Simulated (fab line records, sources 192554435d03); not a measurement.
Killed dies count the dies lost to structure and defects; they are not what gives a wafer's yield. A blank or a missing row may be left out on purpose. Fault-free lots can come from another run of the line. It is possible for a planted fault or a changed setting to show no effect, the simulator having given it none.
2 desks, one fault / flow n5Finfet / each desk has only its own numbers; what lay behind them comes last

== TOOL OWNER'S DESK, pvdSputter-02 ==
The tool's own readings at N5_BEOL_M9_PRE_CLEAN_45 (time 30 s): means of the sampled wafers that have a number, for each lot that ran on this tool. If a lot's mean is further than 4 standard deviations from the usual mean, the lot is out of limits and carries the mark OUT (the distance appears in the brackets).
Columns: A = heaterPowerW at N5_BEOL_M9_PRE_CLEAN_45, usual 324 W
lot=L577; first seen here=day 10 00:35; A=311
lot=L576; first seen here=day 10 10:32; A=292
lot=L578; first seen here=day 10 15:32; A=294
lot=L579; first seen here=day 10 23:53; A=295
lot=L586; first seen here=day 12 10:16; A=288
lot=L585; first seen here=day 12 11:02; A=292
lot=L587; first seen here=day 12 22:50; A=288
lot=L594; first seen here=day 15 02:00; A=313
Result from this desk: across the 8 lots, nothing is out of limits.

== METROLOGY DESK ==
Lot by lot, what the gauges showed, no matter which tool ran the lot: averages of those sampled wafers that carry a number. If a lot's mean is further than 4 standard deviations from the usual mean, the lot is out of limits and carries the mark OUT (the distance appears in the brackets).
Columns: A = cdNm at N5_PASSIVATION_CD_MEAS_30, usual 4001.1 nm
lot=L577; first seen here=day 12 07:22; A=4000.7
lot=L576; first seen here=day 12 18:24; A=4003.8
lot=L578; first seen here=day 12 23:39; A=3998.9
lot=L579; first seen here=day 13 04:17; A=3998.1
lot=L580; first seen here=day 14 06:17; A=4003.0
lot=L585; first seen here=day 15 06:02; A=4001.6
lot=L586; first seen here=day 15 06:29; A=4001.7
lot=L587; first seen here=day 15 06:39; A=4001.9
lot=L591; first seen here=day 16 00:14; A=4001.3
lot=L594; first seen here=day 17 02:50; A=4001.9
lot=L595; first seen here=day 17 14:43; A=4000.5
lot=L592; first seen here=day 17 15:44; A=4001.3
lot=L598; first seen here=day 18 03:25; A=3999.8
lot=L597; first seen here=day 18 08:29; A=3999.3
Result from this desk: across the 14 lots, nothing is out of limits.

== TAKEN TOGETHER ==
Nothing out of limits was seen by the tool owner's desk.
From the metrology desk's view, nothing was out of limits.

== WHAT THE SIMULATOR HAD INSERTED ==
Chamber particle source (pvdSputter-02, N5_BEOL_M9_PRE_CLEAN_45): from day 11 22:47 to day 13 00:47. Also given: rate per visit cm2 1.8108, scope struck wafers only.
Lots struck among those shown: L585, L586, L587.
